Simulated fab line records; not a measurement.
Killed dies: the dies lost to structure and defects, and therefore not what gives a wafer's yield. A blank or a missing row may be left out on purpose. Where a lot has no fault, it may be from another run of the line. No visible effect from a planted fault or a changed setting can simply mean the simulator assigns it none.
fab line records ; flow n5-finfet
[record] lots = 4; wafers = 12; last-day = 16
route steps=1938 shown MOL_CONTACT_COAG@558 BEOL_M4@1111 PASSIVATION@1936
lots with no fault: from the same line, run without faults
start-h: start of the lot's first displayed wafer, in hours after the record's first day ; wait-h: how many hours have passed since the lot's step before this one ; " repeats the value in the row above ; L1.1+2: several wafers, shown together as one row ; - no value, or no start given ; * or withheld: withheld ; < > ~ a bound
route shown NAME@n: a module of which the file shows steps, and the number in the route of the first ; usual: the fault-free wafers' mean and standard deviation ; same: alike in all rows ; chamber/n: place in a boat ; sites: the reading at each site ; _std_site: their standard deviation ; _edge_site: the outer-site mean with the inner-site mean subtracted ; radius-mm: for every site, how far away it sits from the centre of the wafer ; mask NAME#n: copy n ; behind: tool/chamber where the wafer was last shaped ; hold: why the lot went on hold/how many hours it stayed there/how the hold came to an end ; device: transistor that didn't switch, given as n, p or np ; end of line: the route-end tests of the same wafers ; where a step has no rows: the recipe by itself ; killed: dies that structure and defects cost at the first sort, which is not the same as the wafer's yield ; map: a wafer's dies, marking killed ones x, the rest . and places with no die _
set.NAME: the setting the step ran with; set.NAME@STEP: the setting that earlier step ran with ; model.NAME: the simulator's own value behind a step, which no gauge read
lots at some steps of the route; a table a step, a row a wafer
services: a tool's chamber out of use, with start hour (start-h, from the record's first day; less than 0 if before it), hours out, and reason
[[steps]]
[step N5_MOL_CONTACT_COAG_WET_ETCH_116]
[recipe] chemistry = SC1-inhibited; target-depth-nm = 4.6; dry = ipa-marangoni; rinse-time-s = 30; rinse-temp-c = 23
[step N5_MOL_CONTACT_COAG_ALD_27]
[recipe] material = SiOC; target-thk-a = 170; temp-c = 400; ald-precursor-family = carbosiloxane; ald-co-reactant = H2-plasma; pulse-time-s = 1.5; time-s = 2720; purge-time-s = 2; co-reactant-purge-time-s = 2; ald-cycles = 340; pressure-torr = 2
[step N5_MOL_CONTACT_COAG_CMP_28]
[recipe] stop-on = SiNx; t-overpolish-s = 0.85; post-cmp-clean = alkaline-brush; down-force-psi = 4.15; platen-rpm = 51.8; pad-velocity-m-s = 1.0307; target-thk-nm = 14.522
[step N5_MOL_CONTACT_COAG_ALD_123]
[recipe] material = SiNx; target-thk-a = 50; temp-c = 400; ald-precursor-family = SiH2I2; ald-co-reactant = N2/H2-plasma; pulse-time-s = 1; purge-time-s = 2; co-reactant-purge-time-s = 2; ald-cycles = 100; pressure-torr = 2
[step N5_MOL_CONTACT_COAG_PECVD_31]
[recipe] material = SiO2; target-thk-a = 460; temp-c = 400; precursor = TEOS/O2; pressure-torr = 6.5; rf-w = withheld; teos-flow-sccm = withheld; gas = O2; flow-sccm = 2650; time-s = 8.9
[step N5_MOL_CONTACT_COAG_COAT_75]
[recipe] resist = SOC; temp-c = 250; time-s = 60; spin-rpm = 1500; resist-thk-nm = 60
[step N5_MOL_CONTACT_COAG_COAT_76]
[recipe] resist = SiARC; temp-c = 220; time-s = 60; spin-rpm = 1500; resist-thk-nm = 10
[step N5_MOL_CONTACT_COAG_COAT_77]
[recipe] resist = underlayer; temp-c = 205; time-s = 60; spin-rpm = 1500; resist-thk-nm = 10
[step N5_MOL_CONTACT_COAG_COAT_78]
[recipe] resist = CAR-EUV; spin-rpm = 1500; resist-thk-nm = 40
[step N5_MOL_CONTACT_COAG_EBR_80]
[recipe] solvent = PGMEA; ebr-width-mm = 1.5
[step N5_MOL_CONTACT_COAG_SOFTBAKE_79]
[recipe] temp-c = 110; time-s = 60; resist = CAR-EUV
[step N5_MOL_CONTACT_COAG_EXPOSE_81]
[recipe] mask-id = VG; na = 0.33; source-shape = annular; sigma-inner = 0.3; sigma-outer = 0.7; polarization = unpolarized; defocus-nm = 0; dose-mj = 59.5
[usual] stage-msd-nm = 0.849/0.028
lot.wafer;tool;chamber;start-h;wait-h;mask;stage-msd-nm;model.MOL_CONTACT_COAG.overlay-x-nm
L363.1;euv-scanner-01;0;98.03;-;VG#0;0.870;-0.2
L363.4;euv-scanner-01;0;98.03;-;VG#0;0.870;-0.2
L363.6;euv-scanner-01;0;98.03;-;VG#0;0.870;-0.2
L377.2;euv-scanner-01;0;186.13;-;VG#0;0.880;13.4
L377.3;euv-scanner-01;0;186.13;-;VG#0;0.882;13.4
L377.4;euv-scanner-01;0;186.13;-;VG#0;0.882;13.4
L378.3;euv-scanner-01;0;189.80;-;VG#0;0.882;13
L378.4;euv-scanner-01;0;189.80;-;VG#0;0.882;13
L378.5;euv-scanner-01;0;189.80;-;VG#0;0.881;13
L380.2;euv-scanner-02;0;202.70;-;VG#0;0.820;0.6
L380.3;euv-scanner-02;0;202.70;-;VG#0;0.821;0.6
L380.6;euv-scanner-02;0;202.70;-;VG#0;0.818;0.6
[step N5_MOL_CONTACT_COAG_PEB_82]
[recipe] peb-temp-c = 100; peb-time-s = 60; resist = CAR-EUV
[step N5_MOL_CONTACT_COAG_DEVELOP_83]
[recipe] develop-time-s = 30; developer = TMAH; resist = CAR-EUV; rinse-liquid = surfactant-rinse; dry = air-spin; dev-temp-c = 23
[step N5_MOL_CONTACT_COAG_OVL_MEAS_85]
[recipe] points-per-wafer = 522
[usual] VG_OVL = -0.9/0.85
lot.wafer;tool;chamber;start-h;wait-h;VG_OVL[nm]
L363.1;overlay-02;0;98.20;0.0;-0.5
L363.4;overlay-02;0;98.20;0.0;-1.0
L363.6;overlay-02;0;98.20;0.0;-0.6
L377.2;overlay-01;0;186.30;0.0;13.6
L377.3;overlay-01;0;186.30;0.0;12.8
L377.4;overlay-01;0;186.30;0.0;11.4
L378.3;overlay-01;0;189.97;0.0;12.4
L378.4;overlay-01;0;189.97;0.0;11.7
L378.5;overlay-01;0;189.97;0.0;12.3
L380.2;overlay-01;0;202.87;0.0;-0.5
L380.3;overlay-01;0;202.87;0.0;-0.1
L380.6;overlay-01;0;202.87;0.0;-0.8
[step N5_MOL_CONTACT_COAG_DESCUM_88]
[recipe] chemistry = O2; time-s = 7; source-power-w = 50; bias-power-w = 20; pressure-mtorr = 20; rf-frequency-hz = 2.712e+07; temp-c = 40; resist = CAR-EUV; o2-flow-sccm = 225
[step N5_MOL_CONTACT_COAG_ETCH_89]
[recipe] chemistry = N2/H2; target = underlayer; target-depth-a = 130; mask-material = CAR-EUV; time-s = 10.4; ion-energy-ev = 200; pressure-mtorr = 30; source-w = 840; bias-w = 150; n2-flow-sccm = 200; h2-flow-sccm = 200; ends = cleared
[step N5_MOL_CONTACT_COAG_ETCH_90]
[recipe] chemistry = CF4; target = SiARC; target-depth-a = 130; mask-material = CAR-EUV; time-s = 21.7; ion-energy-ev = 80; pressure-mtorr = 40; source-w = 545; bias-w = 36; Ar_flow_sccm = 100; cf4-flow-sccm = 100; ends = cleared
[step N5_MOL_CONTACT_COAG_ALD_131]
[recipe] material = SiO2; target-thk-a = 50; temp-c = 100; ald-precursor-family = BDEAS; ald-co-reactant = O2-plasma; pulse-time-s = 1; co-reactant-pulse-time-s = 1; purge-time-s = 2; co-reactant-purge-time-s = 2; ald-cycles = 35; pressure-torr = 2
[step N5_MOL_CONTACT_COAG_ETCHBACK_132]
[recipe] chemistry = CHF3; target = SiO2; target-depth-a = 100; time-s = 6.7; ion-energy-ev = 200; pressure-mtorr = 30; source-w = 610; bias-w = 170; Ar_flow_sccm = 200; CHF3_flow_sccm = 50
[step N5_MOL_CONTACT_COAG_ETCH_91]
[recipe] chemistry = N2/H2; target = SOC; target-depth-a = 600; overetch-a = 210; mask-material = SiARC; temp-c = 40; time-s = 101.2; ion-energy-ev = 200; pressure-mtorr = 30; source-w = 840; bias-w = 150; n2-flow-sccm = 200; h2-flow-sccm = 200
[step N5_MOL_CONTACT_COAG_STRIP_92]
[recipe] chemistry = N2/H2; temp-c = 40; n2-flow-sccm = 200; h2-flow-sccm = 200; rf-frequency-hz = 6e+07
[step N5_MOL_CONTACT_COAG_STRIP_93]
[recipe] chemistry = N2/H2; temp-c = 40; n2-flow-sccm = 200; h2-flow-sccm = 200; rf-frequency-hz = 6e+07
[step N5_MOL_CONTACT_COAG_ETCHBACK_135]
[recipe] chemistry = CHF3; target = SiO2; target-depth-a = 250; time-s = 16.7; ion-energy-ev = 200; pressure-mtorr = 30; source-w = 610; bias-w = 170; Ar_flow_sccm = 200; CHF3_flow_sccm = 50
[step N5_MOL_CONTACT_COAG_STRIP_118]
[recipe] chemistry = CHF3; resist = SiARC; rf-frequency-hz = 6e+07
[step N5_MOL_CONTACT_COAG_VIA_ETCH_46]
[recipe] chemistry = C4F6/O2; target-depth-a = 460; overetch-a = 92; mask-material = SOC; target = SiO2; bias-w = 455; pressure-mtorr = 10; time-s = 40; source-w = 325; Ar_flow_sccm = 300; C4F6_flow_sccm = 10; O2_flow_sccm = 10; ion-energy-ev = 575.3; ends = end-point
[step N5_MOL_CONTACT_COAG_STRIP_96]
[recipe] chemistry = N2/H2; power-w = 500; temp-c = 40; pressure-mtorr = 50; rf-frequency-hz = 6e+07; overash-fraction = 0.3; bias-power-w = 28; h2-frac = 0.5; n2-flow-sccm = 300; h2-flow-sccm = 300
[step N5_MOL_CONTACT_COAG_ETCH_47]
[recipe] chemistry = CH3F/O2; target = SiNx; target-depth-a = 270; mask-material = SiO2; stop-on = W; over-etch-frac = 0.2; ion-energy-ev = 120; endpoint = OES-CN; pressure-mtorr = 30; source-w = 395; bias-w = 73; Ar_flow_sccm = 150; CH3F_flow_sccm = 30; O2_flow_sccm = 20; ends = end-point
[step N5_MOL_CONTACT_COAG_STRIP_119]
[recipe] chemistry = N2/H2; time-s = 30; power-w = 1000; temp-c = 250; pressure-mtorr = withheld; n2-flow-sccm = 1750; h2-flow-sccm = 3250
[step N5_MOL_CONTACT_COAG_PRECLEAN_144]
[recipe] chemistry = alkaline-clean; temp-c = 60; time-s = 60; do-ppb = 50
[step N5_MOL_CONTACT_COAG_SRD_145]
[recipe] dry = ipa-marangoni; time-s = 30; temp-c = 23; rinse-liquid = diw
[step N5_MOL_CONTACT_COAG_COAT_62]
[recipe] resist = SOC; temp-c = 250; time-s = 60; spin-rpm = 1500; resist-thk-nm = 60
[step N5_MOL_CONTACT_COAG_COAT_63]
[recipe] resist = SiARC; temp-c = 220; time-s = 60; spin-rpm = 1500; resist-thk-nm = 10
[step N5_MOL_CONTACT_COAG_COAT_64]
[recipe] resist = underlayer; temp-c = 205; time-s = 60; spin-rpm = 1500; resist-thk-nm = 10
[step N5_MOL_CONTACT_COAG_COAT_34]
[recipe] resist = CAR-EUV; spin-rpm = 1500; resist-thk-nm = 40
[step N5_MOL_CONTACT_COAG_EBR_36]
[recipe] solvent = PGMEA; ebr-width-mm = 1.5
[step N5_MOL_CONTACT_COAG_SOFTBAKE_35]
[recipe] temp-c = 110; time-s = 60; resist = CAR-EUV
[step N5_MOL_CONTACT_COAG_EXPOSE_37]
[recipe] mask-id = VD; na = 0.33; source-shape = annular; sigma-inner = 0.3; sigma-outer = 0.7; polarization = unpolarized; defocus-nm = 0; dose-mj = 62
[step N5_BEOL_M4_RC_MEAS_101]
[usual] DIBL_N = 36.9/1.7; DIBL_P = 37.3/2.3; IOFF_N = 0.16/0.033; IOFF_P = 0.22/0.04; ION_N = 673/12; ION_P = 463/8; SS_N = 71.6/0.58; SS_P = 73.4/0.74; VT_N = 250/3.2; VT_P = -250/3.4
lot.wafer;tool;chamber;start-h;wait-h;DIBL_N[mV/V];DIBL_P[mV/V];IOFF_N[nA/um];IOFF_P[nA/um];ION_N[uA/um];ION_P[uA/um];SS_N[mV/dec];SS_P[mV/dec];VT_N[mV];VT_P[mV]
L363.1;prober-01;0;165.63;0.0;35.3;35.2;0.14;0.19;664;458;71.4;72.5;251;-252
L363.4;prober-01;0;165.63;0.0;39.5;41.3;0.25;0.30;687;469;72.6;74.3;247;-247
L363.6;prober-01;0;165.63;0.0;38.5;39.8;0.22;0.28;680;467;71.9;73.9;244;-248
L378.3;prober-01;0;262.24;0.3;38.3;40.4;0.18;0.26;673;466;72.2;73.9;248;-248
L378.4;prober-01;0;262.24;0.3;37.6;38.3;0.17;0.22;661;455;72.1;73.1;251;-252
L378.5;prober-01;0;262.24;0.3;36.4;37.0;0.13;0.19;658;462;72.2;73.1;257;-251
L380.2;prober-01;0;274.04;0.2;31.0;31.9;0.10;0.14;656;458;70.2;71.4;255;-253
L380.3;prober-01;0;274.04;0.2;34.2;35.3;0.14;0.18;662;453;71.2;72.3;250;-251
L380.6;prober-01;0;274.04;0.2;33.9;34.6;0.13;0.19;667;460;71.1;73.0;250;-251
[step N5_PASSIVATION_PROBE_49]
[usual] defect-limited-yield = 91.2/1.3; killed_at_M0_to_M3 = 34/10; killed_at_M4_up = 13/4.6; killed-at-contacts = 13/5.5; killed-at-front-end = 41/12; killed-at-other = 2.8/2.4; killed-dies = 104/16; killed-on-rim = 14/4.2; killed-open = 67/12; killed-short = 33/7.2; sort_bin_5_function = 5.1/0.86; sort_bin_6_memory = 3.3/0.62; sort-n-pass = 1076/16; sort-yield-pct = 91.2/1.3
[same] gross-dies = 1180; killed-at-back-side = 0; sort_bin_4_leakage[%] = 0; sort_bin_8_speed[%] = 0
lot.wafer;tool;chamber;start-h;wait-h;defect-limited-yield[%];killed_at_M0_to_M3;killed_at_M4_up;killed-at-contacts;killed-at-front-end;killed-at-other;killed-dies;killed-on-rim;killed-open;killed-short;sort_bin_5_function[%];sort_bin_6_memory[%];sort-n-pass;sort-yield-pct[%]
L363.1;prober-01;-;273.48;0.0;91.9;31;12;12;39;1;95;9;67;21;4.3;3.1;1085;91.9
L363.4;prober-01;-;273.63;0.2;91.5;29;11;12;48;0;100;14;70;26;5.3;3.1;1080;91.5
L363.6;prober-01;-;273.73;0.3;90.0;33;23;27;30;5;118;14;71;42;6.2;3.4;1062;90.0
L378.3;prober-01;-;369.82;0.1;0;48;5;1067;56;4;1180;152;82;42;52.4;4.1;0;0
L378.4;prober-01;-;369.87;0.2;0;22;3;1089;62;4;1180;152;57;42;50.8;3.6;0;0
L378.5;prober-01;-;369.92;0.2;0;37;10;1070;54;9;1180;152;83;41;51.5;3.6;0;0
// killed by level:class
L363.1 STI_FIN_REVEAL:geometric-particle:open=13 FIN_SAQP:geometric-particle:open=8 MOL_CONTACT_COAG:geometric-particle:open=7 BEOL_M2:geometric-particle:open=7 BEOL_M1:geometric-particle:open=6 BEOL_M0:geometric-particle:open=5 BEOL_M0_SAQP:geometric-particle:open=5 MOL_CONTACT_COAG:geometric-particle:short=5
L363.4 STI_FIN_REVEAL:geometric-particle:open=23 BEOL_M2:geometric-particle:open=7 FIN_SAQP:geometric-particle:open=6 BEOL_M0_SAQP:geometric-particle:short=6 MOL_CONTACT_COAG:geometric-particle:open=6 MOL_CONTACT_COAG:geometric-particle:short=6 BEOL_M0:geometric-particle:open=5 BEOL_M5:geometric-particle:open=5
L363.6 MOL_CONTACT_COAG:geometric-particle:open=19 BEOL_M0_SAQP:geometric-particle:short=11 FIN_SAQP:geometric-particle:open=8 BEOL_M4:geometric-particle:open=7 MOL_CONTACT_COAG:geometric-particle:short=6 BEOL_M0_SAQP:geometric-particle:open=5 STARTING-WAFER:geometric-particle:open=5 BEOL_M4:geometric-particle:short=5
L378.3 MOL_CONTACT_COAG:overlay=1050 FIN_SAQP:geometric-particle:open=17 BEOL_M0_SAQP:geometric-particle:open=17 BEOL_M0_SAQP:geometric-particle:short=14 MOL_CONTACT_COAG:geometric-particle:open=13 STI_FIN_REVEAL:geometric-particle:open=8 DUMMY_GATE:geometric-particle:open=7 FIN_SAQP:geometric-particle:short=6
L378.4 MOL_CONTACT_COAG:overlay=1077 FIN_SAQP:geometric-particle:open=22 FIN_SAQP:geometric-particle:short=11 STI_FIN_REVEAL:geometric-particle:open=9 BEOL_M0_SAQP:geometric-particle:short=8 MOL_CONTACT_COAG:geometric-particle:open=7 BEOL_M2:geometric-particle:open=5 BEOL_M0_SAQP:geometric-particle:open=5
L378.5 MOL_CONTACT_COAG:overlay=1053 FIN_SAQP:geometric-particle:open=20 FIN_SAQP:geometric-particle:short=16 MOL_CONTACT_COAG:geometric-particle:open=15 BEOL_M0_SAQP:geometric-particle:open=11 BEOL_M2:geometric-particle:open=10 BEOL_M0_SAQP:geometric-particle:short=7 STI_FIN_REVEAL:geometric-particle:open=5
// map L378.3 (x killed, . not)
_________________xxxxxxxxxxxx________________
______________xxxxxxxxxxxxxxxxxx_____________
___________xxxxxxxxxxxxxxxxxxxxxxxx__________
__________xxxxxxxxxxxxxxxxxxxxxxxxxx_________
________xxxxxxxxxxxxxxxxxxxxxxxxxxxxxx_______
_______xxxxxxxxxxxxxxxxxxxxxxxxxxxxxxxx______
______xxxxxxxxxxxxxxxxxxxxxxxxxxxxxxxxxx_____
_____xxxxxxxxxxxxxxxxxxxxxxxxxxxxxxxxxxxx____
____xxxxxxxxxxxxxxxxxxxxxxxxxxxxxxxxxxxxxx___
___xxxxxxxxxxxxxxxxxxxxxxxxxxxxxxxxxxxxxxxx__
___xxxxxxxxxxxxxxxxxxxxxxxxxxxxxxxxxxxxxxxx__
__xxxxxxxxxxxxxxxxxxxxxxxxxxxxxxxxxxxxxxxxxx_
__xxxxxxxxxxxxxxxxxxxxxxxxxxxxxxxxxxxxxxxxxx_
_xxxxxxxxxxxxxxxxxxxxxxxxxxxxxxxxxxxxxxxxxxxx
_xxxxxxxxxxxxxxxxxxxxxxxxxxxxxxxxxxxxxxxxxxxx
_xxxxxxxxxxxxxxxxxxxxxxxxxxxxxxxxxxxxxxxxxxxx
_xxxxxxxxxxxxxxxxxxxxxxxxxxxxxxxxxxxxxxxxxxxx
_xxxxxxxxxxxxxxxxxxxxxxxxxxxxxxxxxxxxxxxxxxxx
_xxxxxxxxxxxxxxxxxxxxxxxxxxxxxxxxxxxxxxxxxxxx
_xxxxxxxxxxxxxxxxxxxxxxxxxxxxxxxxxxxxxxxxxxxx
_xxxxxxxxxxxxxxxxxxxxxxxxxxxxxxxxxxxxxxxxxxxx
__xxxxxxxxxxxxxxxxxxxxxxxxxxxxxxxxxxxxxxxxxx_
__xxxxxxxxxxxxxxxxxxxxxxxxxxxxxxxxxxxxxxxxxx_
___xxxxxxxxxxxxxxxxxxxxxxxxxxxxxxxxxxxxxxxx__
___xxxxxxxxxxxxxxxxxxxxxxxxxxxxxxxxxxxxxxxx__
____xxxxxxxxxxxxxxxxxxxxxxxxxxxxxxxxxxxxxx___
_____xxxxxxxxxxxxxxxxxxxxxxxxxxxxxxxxxxxx____
______xxxxxxxxxxxxxxxxxxxxxxxxxxxxxxxxxx_____
_______xxxxxxxxxxxxxxxxxxxxxxxxxxxxxxxx______
________xxxxxxxxxxxxxxxxxxxxxxxxxxxxxx_______
__________xxxxxxxxxxxxxxxxxxxxxxxxxx_________
___________xxxxxxxxxxxxxxxxxxxxxxxx__________
______________xxxxxxxxxxxxxxxxxx_____________
_________________xxxxxxxxxxxx________________
// map L363.6 (x killed, . not)
_________________............________________
______________...x......x...x..._____________
___________.........x...........x..__________
__________.........................._________
________.....x.................x......_______
_______.........x...........xx.........______
______x.x...x.....x....................._____
_____.....x......................x.....x.____
____...x..x.........x....x..........x.....___
___..x...xx........x..........x............__
___.........................x...x..........__
__...................x...........x.........._
__...xx....x.............................x.._
_........xx....x....................xx.......
_...x..........................x......x......
_x.............x.x................x.x........
_.....x...x..........x...........x.......x...
_........x.....x...x..........x..x...........
_..........x..................x............x.
_..x.......x....x...x.......x................
_......x...x...x..................x...xx.....
__..........................x.......x...x..._
__................x............x.....x.x...._
___.....x.............x............xx......__
___.x......................................__
____.x.............x.............xx.......___
_____..........x..........x........x.....____
______...x....xx.......x.....xx........._____
_______..........x......x....x.........______
________....x....x..x............x...._______
__________..x......x................_________
___________.x.x.x.....x.x.x....x...__________
______________.......x....x..x.._____________
_________________.x...x......________________
[[services]]
tool;chamber;start-h;hours;kind
euv-scanner-01;0;81.97;-;calibration
euv-scanner-01;-;82.55;1.0;pm
euv-scanner-02;-;125.38;1.0;pm
euv-scanner-01;-;138.70;1.0;pm
euv-scanner-02;-;159.97;0.4;repair
euv-scanner-02;-;181.53;1.0;pm
euv-scanner-01;-;194.85;1.0;pm
[[key]]
[first-sign] step = N5_MOL_CONTACT_COAG_OVL_MEAS_85; reading = VG_OVL; direction = up; sigmas = 16; usual = -0.9; struck = 12.4
[effect] step = N5_PASSIVATION_PROBE_49; reading = killed-at-contacts; direction = up; sigmas = 99+; usual = 13; struck = 1075
[model-effect] step = N5_MOL_CONTACT_COAG_EXPOSE_81; value = MOL_CONTACT_COAG.overlay-x-nm; without = 0; struck = 13.2
[more-kills-born-at] N5_MOL_CONTACT_COAG_EXPOSE_81@euv-scanner-01 = 3180
met-at N5_MOL_CONTACT_COAG_EXPOSE_81
struck-wafers L377.2,L377.3,L377.4,L378.3,L378.4,L378.5
rows-end L377.2,L377.3,L377.4
onset-between 98.03 186.13
[fault] kind = scanner-matching-overlay; tool = euv-scanner-01; chamber = -; onset-h = 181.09; steps = N5_MOL_CONTACT_COAG_EXPOSE_81; offset = 13.252
// rows-end: these wafers met a further fault down the route, and their rows from its step on are left out
